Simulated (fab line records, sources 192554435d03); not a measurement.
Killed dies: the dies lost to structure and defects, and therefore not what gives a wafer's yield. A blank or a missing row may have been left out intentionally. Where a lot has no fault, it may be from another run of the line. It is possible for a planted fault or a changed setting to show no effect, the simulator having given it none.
fab line records	flow n5_finfet
record: lots: 11	wafers: 33	last_day: 18
route steps=1938 shown BEOL_M4@1092 BEOL_M5@1130 PASSIVATION@1936
lots with no fault: from the same line, run without faults
start_h: hours from the record's opening day to when the first of the lot's shown wafers began	wait_h: time in hours since the lot's previous step	" identical to the entry in the row above	L1.1+2: a row that stands for several wafers	- no value, or no start was given	* or withheld: withheld	< > ~ a bound
route shown NAME@n: a module of which the file shows steps, and the number in the route of the first	usual: average and standard deviation across the fault-free wafers	same: alike in all rows	chamber/n: place in a boat	sites: the reading at each site	_std_site: the values' standard deviation	_edge_site: inner sites' mean taken away from outer sites' mean	radius_mm: for every site, how far away it sits from the centre of the wafer	mask NAME#n: copy n	behind: the tool/chamber that last shaped the wafer	hold: why the lot went on hold/how many hours it stayed there/how the hold came to an end	device: the n, p or np transistor that did not switch	end of line: the same wafers' tests at the end of the route	for a step that has no rows: nothing shown but its recipe	killed: at the first sort, the dies lost to defects and structure; wafer yield is something else	map: a wafer's dies, x killed, . not, _ none there
set.NAME: the run value of the setting; set.NAME@STEP: its run value at that earlier step	model.NAME: the simulator's own value behind a step, which no gauge read
the route's steps for a sample of lots (tables are steps, rows are wafers)
services: from which hour (start_h, from the record's first day; less than 0 if before it) a tool's chamber was out of use, for how many hours, and why
== steps ==
step: N5_BEOL_M4_SPUTTER_88
recipe: material: Cu	target_thk_a: 45	temp_c: -20	chamber_pressure_pa: 0.07	power_w: withheld	time_s: 8.29
usual: throttle_valve_pct: 29.9/1.1
lot.wafer	tool	chamber	start_h	wait_h	throttle_valve_pct
L765.3	pvd_sputter-03	-	159.18	0.1	29.2
L765.4	"	-	"	"	28.6
L765.5	"	-	"	"	29.3
L766.2	pvd_sputter-01	-	165.22	0.1	31.5
L766.5	"	-	"	"	28.3
L766.6	"	-	"	"	31.6
L768.3	pvd_sputter-02	-	202.30	0.1	32.2
L768.5	"	-	"	"	32.3
L768.6	"	-	"	"	29.8
L770.3	pvd_sputter-02	-	204.14	0.1	29.9
L770.4	"	-	"	"	29.3
L770.6	"	-	"	"	29.2
L769.1	pvd_sputter-01	-	206.73	0.1	28.0
L769.2	"	-	"	"	31.7
L769.5	"	-	"	"	30.1
L774.2	pvd_sputter-03	-	211.20	0.1	28.4
L774.5	"	-	"	"	28.6
L774.6	"	-	"	"	29.4
L772.1	pvd_sputter-03	-	218.43	0.1	29.5
L772.5	"	-	"	"	28.8
L772.6	"	-	"	"	29.2
L780.1	pvd_sputter-01	-	274.54	0.1	30.0
L780.4	"	-	"	"	28.3
L780.5	"	-	"	"	31.5
L783.2	pvd_sputter-03	-	278.85	0.1	31.0
L783.3	"	-	"	"	28.6
L783.4	"	-	"	"	29.2
L784.1	pvd_sputter-01	-	282.79	0.1	28.2
L784.3	"	-	"	"	30.6
L784.6	"	-	"	"	30.2
L787.1	pvd_sputter-03	-	312.20	0.1	31.1
L787.3	"	-	"	"	29.1
L787.5	"	-	"	"	28.6
step: N5_BEOL_M4_PRE_CLEAN_60
recipe: gas: NH3/H2	time_s: 15	temp_c: *	rf_power_w: 300
usual: heater_power_w: 85/8.2
lot.wafer	tool	chamber	start_h	wait_h	heater_power_w
L765.3	cvd_co-02	1	161.10	0.0	70
L765.4	"	2	"	"	89
L765.5	"	0	"	"	80
L766.2	cvd_co-02	0	166.93	0.0	78
L766.5	"	1	"	"	71
L766.6	"	2	"	"	93
L768.3	cvd_co-02	0	204.00	0.0	79
L768.5	"	1	"	"	70
L768.6	"	0	"	"	80
L770.3	cvd_co-01	1	205.86	0.0	83
L770.4	"	0	"	"	94
L770.6	"	1	"	"	85
L769.1	cvd_co-01	1	208.43	0.0	85
L769.2	"	0	"	"	97
L769.5	"	0	"	"	97
L774.2	cvd_co-01	0	212.91	0.0	94
L774.5	"	1	"	"	86
L774.6	"	2	"	"	81
L772.1	cvd_co-01	2	220.13	0.0	83
L772.5	"	1	"	"	85
L772.6	"	2	"	"	82
L780.1	cvd_co-01	1	276.24	0.0	86
L780.4	"	1	"	"	81
L780.5	"	0	"	"	97
L783.2	cvd_co-01	2	280.56	0.0	82
L783.3	"	1	"	"	84
L783.4	"	1	"	"	88
L784.1	cvd_co-01	2	284.50	0.0	82
L784.3	"	1	"	"	85
L784.6	"	1	"	"	88
L787.1	cvd_co-01	0	313.91	0.0	96
L787.3	"	1	"	"	84
L787.5	"	1	"	"	85
step: N5_BEOL_M5_ETCH_72
recipe: chemistry: N2/H2	target: underlayer	target_depth_a: 65	mask_material: CAR-EUV	time_s: 5.2	ion_energy_ev: 200	pressure_mtorr: 30	source_w: 840	bias_w: 150	n2_flow_sccm: 200	h2_flow_sccm: 200	ends: cleared
usual: drypump_motor_current_A: 5.9/0.44	etch_rf_on_time_s: 5.24/0.12	n2_flow_sccm: 200.1/0.49	oes_product_au: 0.65/0.064	rf_vpp_V: 524.6/2.9	showerhead_plenum_p_Torr: 2.57/0.096	throttle_valve_pct: 17.83/0.21
lot.wafer	tool	chamber	start_h	wait_h	drypump_motor_current_A	etch_rf_on_time_s	n2_flow_sccm	oes_product_au	rf_hours_counter_h	rf_vpp_V	showerhead_plenum_p_Torr	throttle_valve_pct
L765.3	rie_diel-01	3	165.06	0.0	5.7	5.45	200.0	0.61	193	525.0	2.63	17.88
L765.4	"	1	"	"	6.3	5.00	199.7	0.68	149	530.0	2.65	17.36
L765.5	"	2	"	"	6.4	5.28	200.1	0.63	-	520.2	2.44	17.70
L766.2	rie_diel-06	2	173.26	0.0	6.4	5.37	200.8	0.61	197	521.1	2.51	17.72
L766.5	"	3	"	"	6.3	5.27	199.6	0.68	-	523.9	2.59	18.02
L766.6	"	0	"	"	4.9	5.42	199.9	0.58	-	521.0	2.38	18.31
L768.3	rie_diel-05	3	206.81	0.0	5.8	5.25	200.4	0.61	194	527.4	2.64	18.06
L768.5	"	2	"	"	5.6	5.14	200.2	0.58	-	527.2	2.60	18.07
L768.6	"	3	"	"	5.7	5.26	200.0	0.61	-	526.8	2.64	18.05
L770.3	rie_diel-01	1	209.95	0.0	6.3	5.02	200.0	0.67	162	526.7	2.64	17.38
L770.4	"	3	"	"	5.8	5.33	199.6	0.61	207	523.4	2.63	17.87
L770.6	"	2	"	"	6.4	5.28	199.3	0.61	-	521.5	2.43	17.70
L769.1	rie_diel-01	1	210.92	0.0	6.3	5.02	199.9	0.67	162	528.7	2.64	17.38
L769.2	"	2	"	"	6.3	5.26	199.5	0.61	183	519.8	2.43	17.69
L769.5	"	2	"	"	6.3	5.32	200.3	0.61	-	520.2	2.43	17.71
L774.2	rie_diel-05	0	216.03	0.0	5.6	5.17	199.7	0.63	146	520.1	2.44	18.12
L774.5	"	2	"	"	5.6	5.19	200.0	0.58	-	525.4	2.60	18.06
L774.6	"	1	"	"	6.1	5.25	201.1	0.59	-	521.2	2.41	17.55
L772.1	rie_diel-06	3	226.70	0.0	6.3	5.27	200.1	0.68	101	524.8	2.58	18.01
L772.5	"	1	"	"	5.9	5.14	200.6	0.72	-	527.1	2.59	17.81
L772.6	"	2	"	"	6.3	5.40	199.1	0.60	-	524.8	2.50	17.75
L780.1	rie_diel-06	2	281.05	0.0	6.3	5.43	201.3	0.59	224	523.7	2.49	17.75
L780.4	"	3	"	"	6.3	6.42	199.9	0.59	119	525.7	2.57	18.04
L780.5	"	1	"	"	5.9	5.17	201.1	0.69	-	522.9	2.58	17.86
L783.2	rie_diel-06	0	283.70	0.0	4.9	6.31	200.1	0.72	10	528.5	2.69	17.86
L783.3	"	1	"	"	5.8	5.21	200.4	0.68	79	523.2	2.58	17.85
L783.4	"	2	"	"	6.4	6.55	200.8	0.53	225	525.5	2.49	17.77
L784.1	rie_diel-01	2	290.38	0.0	6.3	5.31	200.6	0.59	206	518.8	2.42	17.75
L784.3	"	3	"	"	5.8	5.37	199.5	0.59	230	523.3	2.62	17.93
L784.6	"	3	"	"	5.8	5.43	199.7	0.58	-	526.1	2.62	17.92
L787.1	rie_diel-01	3	318.02	0.0	5.7	5.31	200.1	0.58	238	526.2	2.61	17.93
L787.3	"	0	"	"	5.5	5.12	200.1	0.66	113	528.4	2.67	17.93
L787.5	"	2	"	"	6.3	5.26	200.9	0.60	-	519.6	2.42	17.78
step: N5_BEOL_M5_HM_OPEN_17
recipe: chemistry: Cl2/BCl3	target_depth_a: 200	overetch_a: 60	target: TiN	mask_material: SOC	ion_energy_ev: 150	pressure_mtorr: 10	icp_w: 1000	bias_w: 126	Cl2_flow_sccm: 53.25	bcl3_flow_sccm: 21.75	Ar_flow_sccm: 25
usual: drypump_motor_current_A: 5.9/0.44	mfc_ar_sccm: 25.00/0.072	oes_product_au: 0.64/0.11	throttle_valve_pct: 22.14/0.24
lot.wafer	tool	chamber	start_h	wait_h	drypump_motor_current_A	mfc_ar_sccm	oes_product_au	rf_hours_counter_h	throttle_valve_pct
L765.3	rie_metal-01	0	165.30	0.1	5.6	25.11	0.52	-	22.30
L765.4	"	1	"	"	5.4	24.99	0.59	-	22.00
L765.5	"	0	"	"	5.5	25.09	0.52	-	22.28
L766.2	rie_metal-03	1	173.48	0.0	5.5	25.03	0.66	51	22.66
L766.5	"	0	"	"	5.5	25.06	0.56	-	22.30
L766.6	"	1	"	"	5.5	25.07	0.66	-	22.65
L768.3	rie_metal-02	1	207.05	0.1	6.4	24.99	0.53	-	21.93
L768.5	"	1	"	"	6.4	24.99	0.54	-	21.92
L768.6	"	0	"	"	6.4	25.00	0.75	-	22.23
L770.3	rie_metal-03	0	210.19	0.1	5.5	24.97	0.55	-	22.30
L770.4	"	1	"	"	5.5	24.99	0.65	-	22.68
L770.6	"	0	"	"	5.5	25.06	0.55	-	22.30
L769.1	rie_metal-03	1	211.13	0.0	5.5	25.04	0.66	56	22.66
L769.2	"	0	"	"	5.5	25.05	0.55	109	22.31
L769.5	"	0	"	"	5.6	25.00	0.56	-	22.31
L774.2	rie_metal-02	1	216.25	0.0	6.4	24.96	0.54	112	21.93
L774.5	"	0	"	"	6.3	25.05	0.76	-	22.21
L774.6	"	1	"	"	6.4	24.93	0.54	-	21.92
L772.1	rie_metal-02	1	226.92	0.0	6.4	25.12	0.54	112	21.91
L772.5	"	0	"	"	6.3	25.02	0.76	-	22.21
L772.6	"	1	"	"	6.4	25.07	0.53	-	21.92
L780.1	rie_metal-01	0	281.26	0.0	5.5	24.97	0.79	5	21.90
L780.4	"	0	"	"	5.6	24.89	0.80	-	21.91
L780.5	"	1	"	"	5.4	25.05	0.57	-	22.04
L783.2	rie_metal-02	0	283.92	0.0	6.3	24.96	0.72	18	22.25
L783.3	"	1	"	"	6.4	25.05	0.53	-	21.96
L783.4	"	0	"	"	6.3	25.08	0.72	-	22.24
L784.1	rie_metal-01	0	290.60	0.0	5.6	24.93	0.80	6	21.90
L784.3	"	1	"	"	5.4	25.03	0.58	-	22.01
L784.6	"	1	"	"	5.4	24.85	0.57	-	22.05
L787.1	rie_metal-01	0	318.23	0.0	5.5	24.95	0.79	9	21.91
L787.3	"	0	"	"	5.5	24.99	0.77	-	21.91
L787.5	"	0	"	"	5.5	25.01	0.78	-	21.92
step: N5_PASSIVATION_PROBE_49
usual: defect_limited_yield: 90.9/1.4	killed_at_M0_to_M3: 37/12	killed_at_M4_up: 14/5.3	killed_at_contacts: 12/6.2	killed_at_front_end: 41/11	killed_at_other: 3.7/2.9	killed_dies: 107/17	killed_open: 71/12	killed_short: 34/7.9	sort_bin_5_function: 5.3/0.95	sort_bin_6_memory: 3.4/0.7	sort_n_pass: 1073/17	sort_yield_pct: 90.9/1.5
same: gross_dies: 1180	killed_at_back_side: 0	sort_bin_4_leakage[%]: 0	sort_bin_8_speed[%]: 0
lot.wafer	tool	chamber	start_h	wait_h	defect_limited_yield[%]	killed_at_M0_to_M3	killed_at_M4_up	killed_at_contacts	killed_at_front_end	killed_at_other	killed_dies	killed_open	killed_short	sort_bin_5_function[%]	sort_bin_6_memory[%]	sort_n_pass	sort_yield_pct[%]
L780.1	prober-01	-	374.72	0.0	92.1	20	8	17	44	4	93	60	33	4.7	2.8	1087	92.1
L780.4	prober-01	-	374.87	0.2	91.0	34	11	18	39	4	106	73	33	5.8	2.9	1074	91.0
L780.5	prober-01	-	374.92	0.2	91.1	28	14	29	30	4	105	72	31	6.2	2.6	1075	91.1
killed by level:class
L780.1 MOL_CONTACT_COAG:geometric_particle:open=14 STI_FIN_REVEAL:geometric_particle:open=14 STI_FIN_REVEAL:geometric_particle:short=8 BEOL_M2:geometric_particle:open=7 FIN_SAQP:geometric_particle:short=6 BEOL_M3:geometric_particle:open=5 FIN_SAQP:geometric_particle:open=4 GATE_CUT:geometric_particle:short=4
L780.4 MOL_CONTACT_COAG:geometric_particle:open=16 STI_FIN_REVEAL:geometric_particle:open=13 FIN_SAQP:geometric_particle:open=10 BEOL_M0_SAQP:geometric_particle:open=9 FIN_SAQP:geometric_particle:short=8 BEOL_M0_SAQP:geometric_particle:short=8 BEOL_M1:geometric_particle:short=4 DUMMY_GATE:geometric_particle:open=3
L780.5 MOL_CONTACT_COAG:geometric_particle:open=26 FIN_SAQP:geometric_particle:open=9 STI_FIN_REVEAL:geometric_particle:open=5 STARTING-WAFER:geometric_particle:open=5 BEOL_M0:geometric_particle:open=5 BEOL_M1:geometric_particle:short=5 BEOL_M4:geometric_particle:open=5 BEOL_M0_SAQP:geometric_particle:open=4
== services ==
tool	chamber	start_h	hours	kind
pvd_sputter-01	-	137.17	2.2	repair
cvd_co-01	0	141.80	9.5	repair
rie_diel-05	0	157.45	2.8	repair
rie_metal-01	-	171.73	28.1	pm
rie_diel-06	2	201.30	23.7	repair
rie_diel-06	3	202.27	7.3	repair
rie_diel-01	-	211.73	3.2	repair
rie_diel-06	0	226.90	-	clean
rie_diel-06	0	226.90	-	consumable_replace:focus_ring
rie_diel-06	0	226.90	-	consumable_replace:showerhead
rie_diel-06	0	226.90	20.7	scheduled_down
rie_diel-06	0	226.90	20.7	vent_cycle
rie_metal-01	0	227.65	-	clean
rie_metal-01	0	227.65	16.5	scheduled_down
rie_metal-01	0	227.65	16.5	vent_cycle
pvd_sputter-01	-	231.67	2.2	repair
pvd_sputter-01	-	236.50	2.7	repair
rie_metal-03	-	242.81	14.6	pm
rie_diel-01	-	243.61	0.2	repair
rie_metal-03	-	258.06	1.4	pm
rie_diel-06	0	271.64	2.8	repair
rie_metal-02	1	285.18	-	clean
rie_diel-05	2	296.80	2.9	repair
rie_diel-06	3	316.56	4.0	repair
== key ==
first_sign: step: N5_BEOL_M5_ETCH_72	reading: etch_rf_on_time_s	direction: up	sigmas: 10	usual: *	struck: *
effect none on later readings
met_at N5_BEOL_M5_ETCH_72
struck_lots L780,L783
struck_wafers L780.4,L783.2,L783.4
not_acting_at N5_BEOL_M4_SPUTTER_88,N5_BEOL_M4_PRE_CLEAN_60,N5_BEOL_M5_HM_OPEN_17
onset_between 226.70 281.05
fault: kind: process_parameter_drift	tool: rie_diel-06	chamber: -	onset_h: 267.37	steps: N5_BEOL_M5_ETCH_72	channel: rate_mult	offset: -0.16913	shape: step	end_h: 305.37	scope: struck_wafers_only
